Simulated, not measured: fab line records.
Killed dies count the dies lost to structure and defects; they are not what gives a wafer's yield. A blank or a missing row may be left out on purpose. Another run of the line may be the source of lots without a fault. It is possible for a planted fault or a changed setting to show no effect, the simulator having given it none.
fab line records ; flow n5-finfet
record lots=6; wafers=16; last-day=19
route steps=1938 shown BEOL_M3@938 BEOL_M4@1111 PASSIVATION@1936
lots untouched by any fault: they come from a run of this same line in which no faults occurred
start-h: hours from the record's opening day to when the first of the lot's shown wafers began ; wait-h: time in hours since the lot's previous step ; " as in the row above ; L1.1+2: a row that stands for several wafers ; - value missing, or start not given ; * or withheld: withheld ; < > ~ a bound
route shown NAME@n: NAME is a module with steps in the file, n the number in the route of the first one ; usual: mean and standard deviation over wafers with no fault ; same: alike in all rows ; chamber/n: place in a boat ; sites: readings site by site ; _std_site: the values' standard deviation ; _edge_site: mean of outer sites minus mean of inner sites ; radius-mm: for every site, how far away it sits from the centre of the wafer ; mask NAME#n: copy n ; behind: the last tool/chamber to shape the wafer ; hold: reason for holding the lot/hours on hold/outcome of the hold ; device: the transistor (n, p or np) that didn't switch ; end of line: the tests these same wafers got at the end of their route ; where a step has no rows: the recipe by itself ; killed: count of dies lost to structure and defects at first sort (not the wafer's yield) ; map: the dies of a wafer, with x for killed, . for not killed, _ for no die there
set.NAME: the setting that was run; set.NAME@STEP: the one run at that earlier step ; model.NAME: the simulator's own value behind a step, which no gauge read
lots at some steps of the route; a table a step, a row a wafer
services: the hour from which a tool's chamber was out of use, counted from the record's first day as start-h (under 0 if before that day), plus the number of hours and why
## steps
# step N5_BEOL_M3_COAT_05
# recipe resist=CAR-EUV; spin-rpm=1500; resist-thk-nm=30
# step N5_BEOL_M3_EBR_07
# recipe solvent=PGMEA; ebr-width-mm=1.5
# step N5_BEOL_M3_SOFTBAKE_06
# recipe temp-c=110; time-s=60; resist=CAR-EUV
# step N5_BEOL_M3_EXPOSE_08
# recipe mask-id=M3; na=0.33; source-shape=dipole; sigma-inner=0.369; sigma-outer=0.767; polarization=unpolarized; dose-mj=33
# step N5_BEOL_M3_PEB_09
# recipe peb-temp-c=100; peb-time-s=60; resist=CAR-EUV
# step N5_BEOL_M3_DEVELOP_10
# recipe develop-time-s=30; developer=TMAH; resist=CAR-EUV; rinse-liquid=surfactant-rinse; dry=air-spin; dev-temp-c=23
# step N5_BEOL_M3_CD_MEAS_11
# recipe target-cd-nm=17.05; landing-energy-ev=500; detector=se-inlens; polarity=opening
# usual cd-nm=17.07/0.26
lot.wafer;tool;chamber;start-h;wait-h;cd-nm
L420.1;cd-sem-03;0;180.41;-;16.91
L420.2;cd-sem-03;0;180.41;-;17.31
L420.5;cd-sem-03;0;180.41;-;16.96
L421.1;cd-sem-03;0;190.11;-;17.18
L421.2;cd-sem-03;0;190.11;-;16.76
L421.6;cd-sem-03;0;190.11;-;17.08
L426.1;cd-sem-03;0;206.99;-;16.69
L426.2;cd-sem-03;0;206.99;-;17.21
L425.1;cd-sem-03;0;209.88;-;16.85
L425.3;cd-sem-03;0;209.88;-;17.42
L425.5;cd-sem-03;0;209.88;-;17.21
L433.1;cd-sem-03;0;282.82;-;16.63
L433.2;cd-sem-03;0;282.82;-;17.09
L433.3;cd-sem-03;0;282.82;-;17.11
L438.5;cd-sem-02;0;301.88;-;16.69
L438.6;cd-sem-02;0;301.88;-;17.28
# step N5_BEOL_M3_OVL_MEAS_12
# recipe points-per-wafer=522
# usual M3_OVL=-0.2/0.62
lot.wafer;tool;chamber;start-h;wait-h;M3_OVL[nm]
L420.1;overlay-02;0;180.44;0.0;-1.2
L420.2;overlay-02;0;180.44;0.0;-0.5
L420.5;overlay-02;0;180.44;0.0;0.1
L421.1;overlay-02;0;190.14;0.0;0.7
L421.2;overlay-02;0;190.14;0.0;-0.8
L421.6;overlay-02;0;190.14;0.0;0.4
L426.1;overlay-01;0;207.02;0.0;-0.9
L426.2;overlay-01;0;207.02;0.0;-0.8
L425.1;overlay-02;0;209.91;0.0;-1.1
L425.3;overlay-02;0;209.91;0.0;0.4
L425.5;overlay-02;0;209.91;0.0;-0.3
L433.1;overlay-02;0;282.85;0.0;-0.6
L433.2;overlay-02;0;282.85;0.0;-0.6
L433.3;overlay-02;0;282.85;0.0;-0.4
L438.5;overlay-02;0;301.93;0.0;-0.4
L438.6;overlay-02;0;301.93;0.0;-1.1
# step N5_BEOL_M3_INSPECT_13
# recipe mode=adi; inspect-instrument=brightfield
# usual raw-defect-count=407/110
lot.wafer;tool;chamber;start-h;wait-h;raw-defect-count
L420.1;defect-inspect-01;-;180.50;0.1;288
L420.2;defect-inspect-01;-;180.50;0.1;323
L420.5;defect-inspect-01;-;180.50;0.1;255
L421.1;defect-inspect-02;-;190.20;0.1;356
L421.2;defect-inspect-02;-;190.20;0.1;300
L421.6;defect-inspect-02;-;190.20;0.1;297
L426.1;defect-inspect-01;-;207.08;0.1;436
L426.2;defect-inspect-01;-;207.08;0.1;308
L425.1;defect-inspect-02;-;209.97;0.1;310
L425.3;defect-inspect-02;-;209.97;0.1;471
L425.5;defect-inspect-02;-;209.97;0.1;487
L433.1;defect-inspect-02;-;282.91;0.1;513
L433.2;defect-inspect-02;-;282.91;0.1;381
L433.3;defect-inspect-02;-;282.91;0.1;618
L438.5;defect-inspect-01;-;301.97;0.0;329
L438.6;defect-inspect-01;-;301.97;0.0;358
# step N5_BEOL_M3_DESCUM_16
# recipe chemistry=O2; time-s=7; source-power-w=50; bias-power-w=20; pressure-mtorr=20; rf-frequency-hz=2.712e+07; temp-c=40; resist=CAR-EUV; o2-flow-sccm=225
# usual bias-power-w=20.01/0.065; drypump-motor-current-A=5.8/0.56; oes-product-au=0.79/0.089; rf-vpp-V=243.0/1.3; showerhead-plenum-p-Torr=2.09/0.065; throttle-valve-pct=20.38/0.27
lot.wafer;tool;chamber;start-h;wait-h;bias-power-w;drypump-motor-current-A;oes-product-au;rf-hours-counter-h;rf-vpp-V;showerhead-plenum-p-Torr;throttle-valve-pct
L420.1;rie-diel-01;0;180.58;0.1;20.03;6.4;0.82;102;242.6;2.10;20.06
L420.2;rie-diel-01;2;180.58;0.1;19.94;5.7;0.87;39;243.3;2.12;20.24
L420.5;rie-diel-01;2;180.58;0.1;20.00;5.7;0.86;-;244.4;2.12;20.23
L421.1;rie-diel-03;1;190.27;0.1;19.99;6.0;0.73;173;244.6;2.16;20.82
L421.2;rie-diel-03;0;190.27;0.1;19.95;4.9;0.78;141;243.7;2.10;20.16
L421.6;rie-diel-03;3;190.27;0.1;20.05;6.7;0.91;-;242.9;2.13;20.17
L426.1;rie-diel-03;2;207.11;0.0;19.98;5.7;0.74;149;241.2;2.10;20.25
L426.2;rie-diel-03;0;207.11;0.0;19.97;4.9;0.77;145;243.9;2.10;20.17
L425.1;rie-diel-03;3;210.29;0.3;20.12;6.6;0.89;29;243.9;2.13;20.16
L425.3;rie-diel-03;1;210.29;0.3;20.00;6.0;0.73;179;245.0;2.16;20.80
L425.5;rie-diel-03;0;210.29;0.3;20.00;4.9;0.78;-;243.4;2.10;20.16
L433.1;rie-diel-03;1;282.94;0.0;20.02;6.1;0.70;205;243.2;2.15;20.85
L433.2;rie-diel-03;0;282.94;0.0;19.96;4.9;0.75;172;241.7;2.09;20.20
L433.3;rie-diel-03;3;282.94;0.0;20.11;6.6;0.85;55;243.4;2.12;20.23
L438.5;rie-diel-03;3;302.01;0.0;20.11;6.6;0.84;-;242.7;2.12;20.22
L438.6;rie-diel-03;0;302.01;0.0;19.88;4.9;0.75;-;243.1;2.09;20.21
# step N5_BEOL_M3_ETCH_74
# recipe chemistry=N2/H2; target=underlayer; target-depth-a=65; mask-material=CAR-EUV; time-s=5.2; ion-energy-ev=200; pressure-mtorr=30; source-w=840; bias-w=150; n2-flow-sccm=200; h2-flow-sccm=200; ends=cleared
# usual drypump-motor-current-A=5.9/0.56; etch-rf-on-time-s=5.15/0.11; oes-product-au=0.68/0.079; rf-vpp-V=523.9/2.6; showerhead-plenum-p-Torr=2.54/0.08; throttle-valve-pct=17.8/0.3
lot.wafer;tool;chamber;start-h;wait-h;drypump-motor-current-A;etch-rf-on-time-s;oes-product-au;rf-hours-counter-h;rf-vpp-V;showerhead-plenum-p-Torr;throttle-valve-pct
L420.1;rie-diel-01;0;180.62;0.0;6.4;5.21;0.71;102;524.3;2.56;17.6
L420.2;rie-diel-01;2;180.62;0.0;5.7;5.23;0.72;39;523.0;2.61;17.8
L420.5;rie-diel-01;2;180.62;0.0;5.7;5.26;0.72;-;526.0;2.61;17.8
L421.1;rie-diel-03;1;190.30;0.0;6.0;5.19;0.63;173;526.1;2.64;18.3
L421.2;rie-diel-03;0;190.30;0.0;4.9;5.21;0.66;141;522.3;2.54;17.6
L421.6;rie-diel-03;3;190.30;0.0;6.7;4.91;0.78;-;525.1;2.59;17.5
L426.1;rie-diel-03;2;207.15;0.0;5.8;5.12;0.62;149;526.1;2.55;17.8
L426.2;rie-diel-03;0;207.15;0.0;4.9;5.18;0.66;145;524.9;2.54;17.6
L425.1;rie-diel-03;3;210.33;0.0;6.7;4.97;0.77;29;527.2;2.59;17.5
L425.3;rie-diel-03;1;210.33;0.0;6.1;5.18;0.63;179;528.9;2.63;18.3
L425.5;rie-diel-03;0;210.33;0.0;4.9;5.23;0.65;-;524.4;2.54;17.6
L433.1;rie-diel-03;1;282.98;0.0;6.1;5.21;0.60;205;525.4;2.62;18.3
L433.2;rie-diel-03;0;282.98;0.0;4.9;5.16;0.64;172;523.5;2.53;17.7
L433.3;rie-diel-03;3;282.98;0.0;6.6;5.07;0.73;55;526.6;2.58;17.6
L438.5;rie-diel-03;3;302.04;0.0;6.7;5.02;0.72;-;525.0;2.58;17.6
L438.6;rie-diel-03;0;302.04;0.0;4.9;5.20;0.65;-;524.3;2.53;17.6
# step N5_BEOL_M3_ETCH_63
# recipe chemistry=CF4; target=SiARC; target-depth-a=156; mask-material=CAR-EUV; time-s=26; ion-energy-ev=80; pressure-mtorr=40; source-w=545; bias-w=36; Ar_flow_sccm=100; cf4-flow-sccm=100; ends=cleared
# usual drypump-motor-current-A=5.8/0.56; etch-rf-on-time-s=25.7/0.53; oes-product-au=0.68/0.078; rf-vpp-V=184.1/1.1; showerhead-plenum-p-Torr=2.14/0.062; throttle-valve-pct=15.58/0.3
lot.wafer;tool;chamber;start-h;wait-h;drypump-motor-current-A;etch-rf-on-time-s;oes-product-au;rf-hours-counter-h;rf-vpp-V;showerhead-plenum-p-Torr;throttle-valve-pct
L420.1;rie-diel-01;0;180.64;0.0;6.5;26.0;0.70;102;184.8;2.16;15.38
L420.2;rie-diel-01;2;180.64;0.0;5.7;26.0;0.72;39;184.4;2.18;15.43
L420.5;rie-diel-01;2;180.64;0.0;5.7;26.2;0.73;-;184.9;2.18;15.44
L421.1;rie-diel-03;1;190.32;0.0;6.0;25.8;0.63;173;184.9;2.22;16.05
L421.2;rie-diel-03;0;190.32;0.0;4.9;26.1;0.66;141;183.5;2.15;15.36
L421.6;rie-diel-03;3;190.32;0.0;6.7;24.4;0.79;-;185.8;2.18;15.28
L426.1;rie-diel-03;2;207.16;0.0;5.8;26.0;0.63;149;185.1;2.15;15.47
L426.2;rie-diel-03;0;207.16;0.0;4.9;26.2;0.66;145;183.2;2.15;15.37
L425.1;rie-diel-03;3;210.34;0.0;6.6;24.9;0.77;29;184.3;2.18;15.30
L425.3;rie-diel-03;1;210.34;0.0;6.0;25.9;0.62;179;186.8;2.22;16.07
L425.5;rie-diel-03;0;210.34;0.0;4.9;26.3;0.66;-;184.9;2.15;15.38
L433.1;rie-diel-03;1;282.99;0.0;6.0;25.9;0.60;205;187.1;2.21;16.11
L433.2;rie-diel-03;0;282.99;0.0;4.9;25.6;0.65;172;181.9;2.14;15.41
L433.3;rie-diel-03;3;282.99;0.0;6.6;25.0;0.73;55;183.2;2.17;15.35
L438.5;rie-diel-03;3;302.06;0.0;6.7;25.1;0.73;-;182.8;2.17;15.37
L438.6;rie-diel-03;0;302.06;0.0;4.9;26.3;0.64;-;183.9;2.14;15.43
# step N5_BEOL_M3_ETCH_64
# recipe chemistry=N2/H2; target=SOC; target-depth-a=750; overetch-a=150; mask-material=SiARC; temp-c=40; time-s=112.5; ion-energy-ev=200; pressure-mtorr=30; source-w=840; bias-w=150; n2-flow-sccm=200; h2-flow-sccm=200
# usual drypump-motor-current-A=5.9/0.55; oes-product-au=0.62/0.066; rf-vpp-V=523.7/2.3; showerhead-plenum-p-Torr=2.54/0.08; throttle-valve-pct=17.8/0.31
lot.wafer;tool;chamber;start-h;wait-h;drypump-motor-current-A;oes-product-au;rf-hours-counter-h;rf-vpp-V;showerhead-plenum-p-Torr;throttle-valve-pct;model.SiARC_of_BEOL_M3_COAT_62.thk-nm;model.BEOL_M3.cd-offset-nm
L420.1;rie-diel-01;0;180.66;0.0;6.4;0.65;102;524.3;2.56;17.6;7;0.2
L420.2;rie-diel-01;2;180.66;0.0;5.7;0.69;39;524.7;2.61;17.8;6.8;0
L420.5;rie-diel-01;2;180.66;0.0;5.7;0.68;-;525.2;2.61;17.8;6.8;0
L421.1;rie-diel-03;1;190.35;0.0;6.0;0.57;173;525.8;2.64;18.2;7;0.2
L421.2;rie-diel-03;0;190.35;0.0;4.9;0.62;141;524.8;2.54;17.5;6.8;0.4
L421.6;rie-diel-03;3;190.35;0.0;6.6;0.69;-;524.9;2.59;17.5;6.6;-0.2
L426.1;rie-diel-03;2;207.19;0.0;5.8;0.73;149;524.0;2.55;17.7;8;-1
L426.2;rie-diel-03;0;207.19;0.0;4.9;0.77;145;524.0;2.54;17.6;8;-0.2
L425.1;rie-diel-03;3;210.37;0.0;6.6;0.88;29;525.6;2.59;17.5;7.8;-0.2
L425.3;rie-diel-03;1;210.37;0.0;6.1;0.57;179;525.6;2.63;18.3;7;0.8
L425.5;rie-diel-03;0;210.37;0.0;4.9;0.61;-;524.1;2.54;17.6;6.8;0.4
L433.1;rie-diel-03;1;283.02;0.0;6.0;0.56;205;526.2;2.62;18.3;7;0.4
L433.2;rie-diel-03;0;283.02;0.0;4.9;0.60;172;523.6;2.53;17.6;6.8;0.2
L433.3;rie-diel-03;3;283.02;0.0;6.7;0.67;55;526.2;2.58;17.5;6.6;0
L438.5;rie-diel-03;3;302.13;0.1;6.6;0.66;-;525.5;2.58;17.6;6.6;0
L438.6;rie-diel-03;0;302.13;0.1;4.9;0.60;-;524.2;2.53;17.6;6.8;0.2
# step N5_BEOL_M3_STRIP_65
# recipe chemistry=N2/H2; temp-c=40; n2-flow-sccm=200; h2-flow-sccm=200; rf-frequency-hz=6e+07
# step N5_BEOL_M4_RC_MEAS_101
# usual DIBL_N=37.2/2.1; DIBL_P=37.3/2.3; IOFF_N=0.18/0.041; IOFF_P=0.24/0.042; ION_N=680/13; ION_P=466/7.7; SS_N=71.8/0.68; SS_P=73.5/0.66; VT_N=249/3.6; VT_P=-248/3.4
lot.wafer;tool;chamber;start-h;wait-h;DIBL_N[mV/V];DIBL_P[mV/V];IOFF_N[nA/um];IOFF_P[nA/um];ION_N[uA/um];ION_P[uA/um];SS_N[mV/dec];SS_P[mV/dec];VT_N[mV];VT_P[mV]
L420.1;prober-02;0;204.82;0.0;38.8;39.1;0.24;0.31;688;481;72.7;74.5;241;-241
L420.2;prober-02;0;204.82;0.0;36.3;36.9;0.18;0.26;681;472;71.4;73.7;246;-245
L420.5;prober-02;0;204.82;0.0;36.4;35.6;0.18;0.24;674;469;72.4;73.9;248;-246
L421.1;prober-02;0;209.74;0.0;36.1;36.5;0.16;0.23;678;471;71.5;74.3;248;-249
L421.2;prober-02;0;209.74;0.0;36.8;37.5;0.18;0.24;685;473;72.6;73.9;249;-247
L421.6;prober-02;0;209.74;0.0;32.6;32.1;0.10;0.16;655;458;70.3;73.3;258;-253
L426.1;prober-01;0;229.21;0.2;38.3;37.2;0.19;0.24;686;468;71.4;73.2;245;-246
L426.2;prober-01;0;229.21;0.2;38.0;35.8;0.16;0.20;676;460;71.5;73.0;252;-249
L425.1;prober-02;0;232.34;0.0;36.4;36.4;0.16;0.25;669;468;70.7;73.4;248;-244
L425.3;prober-02;0;232.34;0.0;38.1;37.9;0.21;0.28;686;469;71.7;74.1;246;-243
L425.5;prober-02;0;232.34;0.0;37.6;37.0;0.20;0.27;689;472;71.3;72.9;245;-243
L433.1;prober-01;0;316.30;0.0;37.4;39.8;0.20;0.28;684;477;72.2;74.0;248;-246
L433.2;prober-01;0;316.30;0.0;37.5;39.5;0.21;0.27;694;473;72.8;73.7;247;-245
L433.3;prober-01;0;316.30;0.0;37.1;39.2;0.20;0.28;698;483;72.2;73.8;244;-245
L438.5;prober-02;0;336.51;0.6;39.7;40.4;0.25;0.33;698;472;72.4;74.7;246;-243
L438.6;prober-02;0;336.51;0.6;39.6;39.7;0.24;0.31;690;468;72.3;74.9;247;-244
# step N5_PASSIVATION_PROBE_49
# usual defect-limited-yield=91.0/1.6; killed_at_M0_to_M3=35/11; killed_at_M4_up=14/5.3; killed-at-contacts=13/6.7; killed-at-front-end=41/12; killed-at-other=3.9/2.7; killed-dies=106/19; killed-open=70/14; killed-short=35/8.8; sort_bin_5_function=5.3/1; sort_bin_6_memory=3.3/0.81; sort-n-pass=1073/19; sort-yield-pct=91.0/1.6
# same gross-dies=1180; killed-at-back-side=0; sort_bin_4_leakage[%]=0; sort_bin_8_speed[%]=0
lot.wafer;tool;chamber;start-h;wait-h;defect-limited-yield[%];killed_at_M0_to_M3;killed_at_M4_up;killed-at-contacts;killed-at-front-end;killed-at-other;killed-dies;killed-open;killed-short;sort_bin_5_function[%];sort_bin_6_memory[%];sort-n-pass;sort-yield-pct[%]
L433.1;prober-02;-;423.41;0.0;90.8;23;12;5;64;4;108;63;44;5.8;3.0;1072;90.8
L433.2;prober-02;-;423.46;0.1;90.9;28;11;12;55;1;107;68;38;4.9;3.6;1073;90.9
L433.3;prober-02;-;423.51;0.1;93.0;20;6;7;48;2;83;63;20;4.3;2.5;1097;93.0
# killed by level:class
L433.1 FIN_SAQP:geometric-particle:short=17 FIN_SAQP:geometric-particle:open=16 STI_FIN_REVEAL:geometric-particle:open=9 BEOL_M2:geometric-particle:open=9 GATE_CUT:geometric-particle:short=6 MOL_CONTACT_COAG:geometric-particle:open=4 BEOL_M3:geometric-particle:open=4 STI_FIN_REVEAL:geometric-particle:short=3
L433.2 FIN_SAQP:geometric-particle:open=13 GATE_CUT:geometric-particle:short=12 MOL_CONTACT_COAG:geometric-particle:open=11 STI_FIN_REVEAL:geometric-particle:open=10 FIN_SAQP:geometric-particle:short=8 BEOL_M1:geometric-particle:open=7 BEOL_M2:geometric-particle:open=7 STI_FIN_REVEAL:geometric-particle:short=5
L433.3 STI_FIN_REVEAL:geometric-particle:open=14 BEOL_M2:geometric-particle:open=10 FIN_SAQP:geometric-particle:open=8 FIN_SAQP:geometric-particle:short=8 BEOL_M3:geometric-particle:open=6 DUMMY_GATE:geometric-particle:open=5 GATE_CUT:geometric-particle:open=4 MOL_CONTACT_COAG:geometric-particle:open=4
## services
tool;chamber;start-h;hours;kind
rie-diel-03;2;170.50;10.6;repair
rie-diel-01;3;172.28;-;clean
rie-diel-01;3;172.28;-;consumable-replace:focus-ring
rie-diel-01;3;172.28;17.3;scheduled-down
rie-diel-01;3;172.28;17.3;vent-cycle
rie-diel-01;3;216.72;5.4;repair
rie-diel-01;-;271.77;2.8;pm
rie-diel-01;2;285.53;14.8;repair
## key
first-sign step=N5_BEOL_M3_ETCH_64; reading=oes-product-au; direction=up; sigmas=2.5; usual=0.62; struck=0.79
effect none on later readings
model-effect step=N5_BEOL_M3_ETCH_64; value=SiARC_of_BEOL_M3_COAT_62.thk-nm; without=6.733; struck=7.933
met-at N5_BEOL_M3_ETCH_64
struck-wafers L425.1,L426.1,L426.2
onset-between 190.35 207.19
fault kind=process-parameter-drift; tool=rie-diel-03; chamber=-; onset-h=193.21; steps=N5_BEOL_M3_ETCH_64; channel=time-s; offset=*; shape=step; end-h=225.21; scope=struck-wafers-only; acts-in=*; stated=*
